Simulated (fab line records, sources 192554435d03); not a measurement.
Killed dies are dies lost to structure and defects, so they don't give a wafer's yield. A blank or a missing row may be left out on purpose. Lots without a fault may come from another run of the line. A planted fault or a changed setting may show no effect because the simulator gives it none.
fab line records | flow n5_finfet | part 2 of 2: steps 4 to 6 of 6
record lots=20 wafers=60 last_day=17
route steps=1938 shown BEOL_M1@775 BEOL_M2@843
lots that met no fault: from a run of the same line without faults
start_h: hours from the record's first day to the start of the lot's first wafer shown | wait_h: hours since the lot's step before | " the same as in the row above | L1.1+2: a row that stands for several wafers | - no value, or no start given | * or withheld: withheld | < > ~ a bound
route shown NAME@n: a module of which the file shows steps, and the number in the route of the first | usual: mean/standard deviation of fault-free wafers | same: alike in all rows | chamber/n: place in a boat | sites: the reading at each site | _std_site: their standard deviation | _edge_site: outer sites' mean less inner sites' | radius_mm: how far each site lies from the wafer's centre | mask NAME#n: copy n | behind: the tool/chamber that last shaped the wafer | hold: why the lot was held/for how many hours/how that ended | device: the transistor (n, p or np) that didn't switch | end of line: the same wafers' tests at the end of the route | a step without rows: its recipe alone | killed: dies lost to structure and defects at the first sort, not the wafer's yield | map: a wafer's dies, x killed, . not, _ none there
set.NAME: the setting as run; set.NAME@STEP: as run at that earlier step | model.NAME: the simulator's own value behind a step, which no gauge read
steps of the route over a sample of lots; a table a step, a row a wafer
services: from which hour (start_h, from the record's first day; less than 0 if before it) a tool's chamber was out of use, for how many hours, and why
## steps
# step N5_BEOL_M1_CMP_52
# recipe stop_on=SiOC t_overpolish_s=6.8 down_force_psi=1 platen_rpm=50 clearing_platen_down_force_psi=1.5 clearing_platen_rpm=50 post_cmp_clean=cu_alkaline target_thk_nm=40 clearing_platen_pad_velocity_m_s=0.99484 pad_velocity_m_s=0.99484
# usual barrier_field_endpoint_s=24.8/0.55 clearing_platen_rpm=50.001/0.025 motor_current_A=5.9/0.97 overpolish_run_s=6.799/0.0085 slurry_filter_dp_kPa=13.52/0.15 slurry_flow_ml_min=150.0/0.45 time_to_endpoint_s=63.3/2
# columns lot.wafer tool chamber start_h wait_h barrier_field_endpoint_s clearing_platen_rpm motor_current_A overpolish_run_s slurry_filter_dp_kPa slurry_flow_ml_min time_to_endpoint_s
L074.1 cmp-02 0 135.94 0.3 24.7 50.016 5.1 6.806 13.68 150.0 61.0
L074.4 " 1 " " 25.5 50.008 6.6 6.814 13.43 149.5 62.1
L074.5 " 2 " " 24.8 49.996 7.0 6.802 13.53 149.2 64.3
L076.1 cmp-02 2 148.45 0.3 24.8 50.018 6.6 6.792 13.41 149.1 62.1
L076.3 " 0 " " 23.6 50.023 5.0 6.775 13.60 150.3 60.8
L076.5 " 2 " " 25.2 50.003 7.0 6.800 13.52 149.6 61.5
L075.3 cmp-03 0 148.61 0.2 24.9 50.022 4.5 6.799 13.32 150.3 65.5
L075.5 " 3 " " 24.8 50.009 7.1 6.797 13.72 151.0 63.3
L075.6 " 0 " " 24.7 49.988 4.6 6.802 13.39 150.4 64.5
L078.1 cmp-03 2 156.97 0.3 24.4 49.994 4.8 6.789 13.42 149.9 66.8
L078.4 " 1 " " 24.6 49.965 6.5 6.794 13.59 150.5 65.5
L078.5 " 2 " " 25.0 49.979 4.7 6.798 13.28 150.7 66.9
L077.1 cmp-02 2 164.89 0.4 25.6 50.059 6.8 6.794 13.48 149.2 62.4
L077.6 " 3 " " 26.0 49.970 6.0 6.796 13.55 150.2 62.9
L077.5 " 0 " " 26.1 49.978 5.1 6.795 13.55 149.8 64.4
L079.4 cmp-01 0 171.79 0.2 24.7 50.032 4.5 6.797 13.62 150.5 64.0
L079.2 " 1 " " 24.6 50.012 6.2 6.784 13.36 149.8 65.2
L079.6 " 3 " " 25.1 49.980 6.1 6.800 13.57 150.2 67.1
L080.1 cmp-02 2 176.82 0.3 24.7 49.997 6.7 6.797 13.44 150.1 61.8
L080.2 " 3 " " 24.3 49.996 5.4 6.795 13.70 150.2 61.9
L080.5 " 2 " " 24.2 50.010 6.7 6.817 13.86 149.9 61.1
L083.2 cmp-03 2 185.45 0.2 25.3 50.007 4.6 6.807 13.28 150.4 66.0
L083.1 " 1 " " 25.4 49.983 6.5 6.799 13.63 150.7 62.8
L083.5 " 2 " " 25.8 50.033 4.9 6.804 13.46 149.7 62.2
L081.2 cmp-02 3 187.03 0.2 24.3 50.030 5.7 6.796 13.70 149.6 61.5
L081.1 " 1 " " 24.4 49.997 7.1 6.798 13.48 149.6 62.8
L081.5 " 3 " " 26.5 50.020 5.7 6.803 13.43 150.4 66.3
L082.2 cmp-01 0 206.21 0.2 25.8 50.005 4.5 6.794 13.41 150.0 66.5
L082.4 " 2 " " 25.3 50.039 5.8 6.801 13.63 150.1 62.7
L082.5 " 3 " " 25.4 49.995 6.6 6.798 13.71 150.8 64.8
L085.2 cmp-03 3 208.51 0.3 24.7 50.009 7.3 6.823 13.54 149.9 61.8
L085.6 " 0 " " 24.6 50.034 4.6 6.786 13.31 149.8 62.5
L085.5 " 1 " " 24.0 49.971 6.7 6.811 13.28 149.2 62.2
L087.3 cmp-03 3 211.31 0.2 25.3 50.010 7.3 6.810 13.50 149.6 63.8
L087.5 " 3 " " 25.5 49.979 7.2 6.799 13.56 149.4 65.7
L087.6 " 0 " " 24.8 50.021 4.6 6.791 13.45 149.6 61.6
L090.1 cmp-01 1 228.65 0.3 24.5 50.047 5.6 6.798 13.47 150.6 65.0
L090.4 " 3 " " 24.7 49.973 6.6 6.786 13.34 150.2 60.9
L090.5 " 0 " " 24.6 50.067 4.8 6.812 13.49 149.9 61.6
L089.1 cmp-02 3 234.91 0.3 24.9 50.010 5.7 6.810 13.41 150.1 64.4
L089.4 " 1 " " 25.0 49.978 7.1 6.801 13.65 150.5 61.4
L089.6 " 0 " " 24.4 49.996 5.5 6.792 13.28 150.6 59.6
L091.1 cmp-03 1 237.47 0.3 24.2 49.999 6.3 6.793 13.34 149.5 60.3
L091.4 " 0 " " 24.9 50.004 4.6 6.797 13.58 150.3 62.8
L091.5 " 1 " " 25.5 50.012 6.7 6.810 13.67 150.4 65.0
L092.4 cmp-01 2 253.73 0.2 25.7 49.934 6.1 6.804 13.71 150.4 66.9
L092.1 " 3 " " 25.3 50.014 6.6 6.799 13.57 150.1 63.9
L092.5 " 1 " " 26.0 50.007 5.9 6.790 13.72 149.3 63.0
L093.1 cmp-03 3 254.27 0.3 24.4 50.022 6.9 6.811 13.51 150.2 62.3
L093.4 " 1 " " 23.7 50.011 6.9 6.813 13.41 149.2 62.2
L093.6 " 3 " " 24.3 50.003 7.7 6.792 13.70 150.3 60.3
L095.3 cmp-01 0 260.22 0.3 24.5 50.009 4.8 6.793 13.63 150.2 60.7
L095.6 " 3 " " 25.3 49.977 6.5 6.806 13.49 150.3 62.2
L095.5 " 0 " " 25.0 49.985 4.4 6.807 13.34 150.3 59.6
L096.1 cmp-01 3 264.66 0.3 24.2 49.994 6.5 6.797 13.64 149.9 63.2
L096.3 " 0 " " 24.4 50.002 4.6 6.801 13.25 149.6 64.2
L096.5 " 3 " " 24.6 50.000 6.6 6.789 13.55 149.3 63.1
L094.1 cmp-01 0 268.39 0.3 25.2 50.000 4.6 6.803 13.82 150.2 63.0
L094.6 " 0 " " 24.9 49.993 4.8 6.806 13.56 150.0 61.4
L094.5 " 1 " " 25.5 50.053 5.7 6.799 13.67 150.1 63.7
# step N5_BEOL_M1_THK_MEAS_53
# recipe thk_meas_gauge=xrf reads=Cu_of_BEOL_M1_ECD_50
# usual M1_THK=41.0/1.3
# columns lot.wafer tool chamber start_h wait_h M1_THK[nm]
L074.1 film_metro-02 - 136.16 - 40.0
L074.4 " - " " 40.7
L074.5 " - " " 41.7
L076.1 film_metro-02 - 148.74 - 39.1
L076.3 " - " " 39.4
L076.5 " - " " 40.1
L075.3 film_metro-02 - 148.87 - 40.2
L075.5 " - " " 42.3
L075.6 " - " " 41.7
L078.1 film_metro-02 - 157.27 - 41.5
L078.4 " - " " 42.4
L078.5 " - " " 43.8
L077.1 film_metro-01 - 165.07 - 41.2
L077.5 " - " " 41.7
L077.6 " - " " 41.8
L079.2 film_metro-01 - 172.05 - 40.3
L079.4 " - " " 40.5
L079.6 " - " " 41.1
L080.1 film_metro-02 - 177.11 - 40.8
L080.2 " - " " 43.7
L080.5 " - " " 40.9
L083.1 film_metro-01 - 185.75 - 40.3
L083.2 " - " " 40.5
L083.5 " - " " 43.2
L081.1 film_metro-01 - 187.29 - 40.1
L081.2 " - " " 41.4
L081.5 " - " " 42.4
L082.2 film_metro-02 - 206.47 - 40.3
L082.4 " - " " 43.1
L082.5 " - " " 43.6
L085.2 film_metro-01 - 208.69 - 39.6
L085.5 " - " " 40.9
L085.6 " - " " 42.0
L087.3 film_metro-01 - 211.61 - 42.5
L087.5 " - " " 41.8
L087.6 " - " " 42.0
L090.1 film_metro-01 - 228.90 - 39.6
L090.4 " - " " 42.0
L090.5 " - " " 41.6
L089.1 film_metro-02 - 235.20 - 41.2
L089.4 " - " " 40.7
L089.6 " - " " 42.0
L091.1 film_metro-02 - 237.76 - 42.0
L091.4 " - " " 43.0
L091.5 " - " " 42.9
L092.1 film_metro-02 - 253.95 - 40.8
L092.4 " - " " 41.6
L092.5 " - " " 41.2
L093.1 film_metro-01 - 254.57 - 40.6
L093.4 " - " " 40.5
L093.6 " - " " 40.6
L095.3 film_metro-02 - 260.48 - 39.6
L095.5 " - " " 40.2
L095.6 " - " " 40.5
L096.1 film_metro-02 - 264.95 - 39.2
L096.3 " - " " 38.7
L096.5 " - " " 41.5
L094.1 film_metro-02 - 268.69 - 39.9
L094.5 " - " " 41.2
L094.6 " - " " 41.8
# step N5_BEOL_M2_PECVD_72
# recipe material=SiO2 target_thk_a=160 temp_c=400 precursor=TEOS/O2 pressure_torr=5.5 rf_w=450 teos_flow_sccm=53.8 gas=O2 flow_sccm=3000 time_s=18
# usual heater_power_w=678/100 showerhead_plenum_p_Torr=8.78/0.09 throttle_valve_pct=22.5/1.6
# columns lot.wafer tool chamber start_h wait_h heater_power_w showerhead_plenum_p_Torr throttle_valve_pct
L074.1 pecvd-01 0 136.60 0.0 850 8.88 22.5
L074.4 " 2 " " 790 8.82 20.7
L074.5 " 1 " " 755 8.77 23.5
L076.1 pecvd-04 0 149.23 0.0 641 8.55 23.3
L076.3 " 1 " " 590 8.79 22.5
L076.5 " 0 " " 637 8.55 23.1
L075.3 pecvd-01 2 149.41 0.1 686 8.81 20.6
L075.5 " 1 " " 771 8.78 23.6
L075.6 " 2 " " 672 8.83 20.7
L078.1 pecvd-01 1 157.72 0.0 720 8.77 23.5
L078.4 " 2 " " 683 8.78 20.6
L078.5 " 2 " " 686 8.83 20.7
L077.1 pecvd-04 0 165.50 0.0 546 8.55 23.5
L077.5 " 2 " " 451 8.78 26.4
L077.6 " 0 " " 554 8.57 23.0
L079.2 pecvd-04 2 172.48 0.0 453 8.79 26.6
L079.4 " 0 " " 589 8.54 23.0
L079.6 " 1 " " 599 8.79 22.2
L080.1 pecvd-01 0 177.57 0.0 800 8.88 22.8
L080.2 " 2 " " 785 8.79 20.7
L080.5 " 2 " " 778 8.81 20.3
L083.1 pecvd-01 0 186.17 0.0 842 8.89 22.8
L083.2 " 2 " " 808 8.81 20.6
L083.5 " 0 " " 823 8.89 22.8
L081.1 pecvd-03 0 187.73 0.0 760 8.84 24.6
L081.2 " 2 " " 591 8.81 20.2
L081.5 " 0 " " 761 8.85 25.0
L082.2 pecvd-04 1 206.90 0.0 605 8.79 22.5
L082.4 " 0 " " 558 8.56 23.2
L082.5 " 0 " " 570 8.56 23.3
L085.2 pecvd-03 1 209.20 0.0 589 8.81 22.2
L085.5 " 0 " " 753 8.85 25.0
L085.6 " 2 " " 617 8.80 20.0
L087.3 pecvd-03 2 212.06 0.0 719 8.81 20.2
L087.5 " 0 " " 721 8.87 25.0
L087.6 " 2 " " 713 8.80 20.2
L090.1 pecvd-03 1 229.33 0.0 687 8.77 22.4
L090.4 " 2 " " 714 8.81 20.4
L090.5 " 1 " " 681 8.78 22.3
L089.1 pecvd-01 2 235.74 0.0 810 8.80 20.6
L089.4 " 2 " " 789 8.79 20.8
L089.6 " 0 " " 698 8.88 22.9
L091.1 pecvd-01 1 238.19 0.0 724 8.77 23.4
L091.4 " 2 " " 806 8.81 20.8
L091.5 " 0 " " 838 8.86 22.7
L092.1 pecvd-01 0 254.39 0.0 685 8.88 22.8
L092.4 " 2 " " 704 8.80 20.7
L092.5 " 0 " " 684 8.86 23.0
L093.1 pecvd-01 0 254.99 0.0 827 8.88 22.7
L093.4 " 0 " " 840 8.88 22.8
L093.6 " 1 " " 789 8.76 23.4
L095.3 pecvd-01 0 260.93 0.0 815 8.86 22.9
L095.5 " 2 " " 726 8.79 20.9
L095.6 " 1 " " 801 8.75 23.3
L096.1 pecvd-04 1 265.39 0.0 511 8.77 22.4
L096.3 " 2 " " 515 8.76 20.0
L096.5 " 1 " " 513 8.79 22.4
L094.1 pecvd-03 0 269.11 0.0 677 8.87 24.8
L094.5 " 0 " " 667 8.85 24.9
L094.6 " 2 " " 633 8.79 20.3
## services
# columns tool chamber start_h hours kind
cmp-01 - 122.73 1.6 repair
cmp-01 - 132.47 1.0 repair
cmp-03 - 133.15 4.0 pm
rie_diel-02 - 139.51 0.9 repair
cmp-03 - 139.82 3.8 repair
pecvd-01 0 148.21 20.6 repair
cmp-01 - 151.87 0.2 repair
pecvd-03 - 165.20 5.5 pm
cmp-02 - 174.22 1.1 repair
cmp-03 - 186.94 8.3 pm
pecvd-03 2 188.00 18.4 repair
pecvd-01 2 196.46 8.4 repair
rie_diel-02 0 202.66 7.8 repair
pecvd-03 - 205.57 2.8 pm
rie_diel-02 2 206.69 6.6 repair
cmp-02 - 211.14 20.4 pm
cmp-01 - 223.63 1.2 repair
pecvd-04 - 229.84 4.3 pm
pecvd-04 - 236.77 3.5 repair
cmp-02 - 237.50 1.2 repair
cmp-02 - 244.44 0.2 repair
cmp-02 - 255.96 2.2 repair
cmp-03 - 256.25 2.7 repair
rie_diel-02 3 267.45 4.0 repair
